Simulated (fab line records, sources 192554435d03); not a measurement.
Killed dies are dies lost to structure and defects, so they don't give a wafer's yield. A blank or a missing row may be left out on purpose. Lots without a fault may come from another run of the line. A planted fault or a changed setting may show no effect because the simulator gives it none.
Which tool did it? | flow n5_finfet | 6 lots, 18 wafers sampled, at 3 steps of a route of 1938

WHAT THE GAUGES READ, wafer by wafer
N5_BEOL_M6_RS_MEAS_57: measures by four-point-probe.
lot  | measured     | on            | M6_RS (ohm/sq)
L782 | day 9 01:48  | film_metro-01 | 0.286 0.286 0.285
L783 | day 9 17:53  | film_metro-02 | 0.272 0.283 0.275
L789 | day 11 14:47 | film_metro-02 | 0.283 0.288 0.278
L795 | day 13 05:38 | film_metro-02 | 0.288 0.283 0.286
L799 | day 13 23:48 | film_metro-01 | 0.285 0.293 0.288
L802 | day 15 04:51 | film_metro-01 | 0.279 0.283 0.281

WHICH TOOL RAN EACH LOT (tool, then ch and the chambers of the sampled wafers, then the start)
lot  | N5_BEOL_M6_DEGAS_44          | N5_BEOL_M6_SURFACE_TREAT_79
L782 | pvd_sputter-03, day 8 23:39  | pvd_sputter-02, day 9 00:09
L783 | pvd_sputter-03, day 9 15:39  | pvd_sputter-02, day 9 16:14
L789 | pvd_sputter-03, day 11 12:52 | pvd_sputter-02, day 11 13:28
L795 | pvd_sputter-03, day 13 02:40 | pvd_sputter-01, day 13 04:13
L799 | pvd_sputter-01, day 13 21:59 | pvd_sputter-01, day 13 22:40
L802 | pvd_sputter-03, day 15 02:28 | pvd_sputter-03, day 15 03:10
- N5_BEOL_M6_DEGAS_44: time 60 s.
- N5_BEOL_M6_SURFACE_TREAT_79

THE ANSWER, worked out from the rows above alone
Rule: what is usual is taken from the lots themselves. Put in order of their means at a reading, lots are off if they are a third of the lots or fewer, leave a main group of 4 or more, and stand apart from it by a gap of 3 or more times the standard deviation of the main group's means; of several such gaps the widest counts. A main group whose means are all the same, to the digits that the tables above print for the reading, isn't used. A lot without any number at a reading at which 4 lots or more have one is off too. The other lots that the step has rows for count as sound.
No lot is off at any reading shown: from this, nothing can be told.

WHAT THE SIMULATOR HAD PUT IN
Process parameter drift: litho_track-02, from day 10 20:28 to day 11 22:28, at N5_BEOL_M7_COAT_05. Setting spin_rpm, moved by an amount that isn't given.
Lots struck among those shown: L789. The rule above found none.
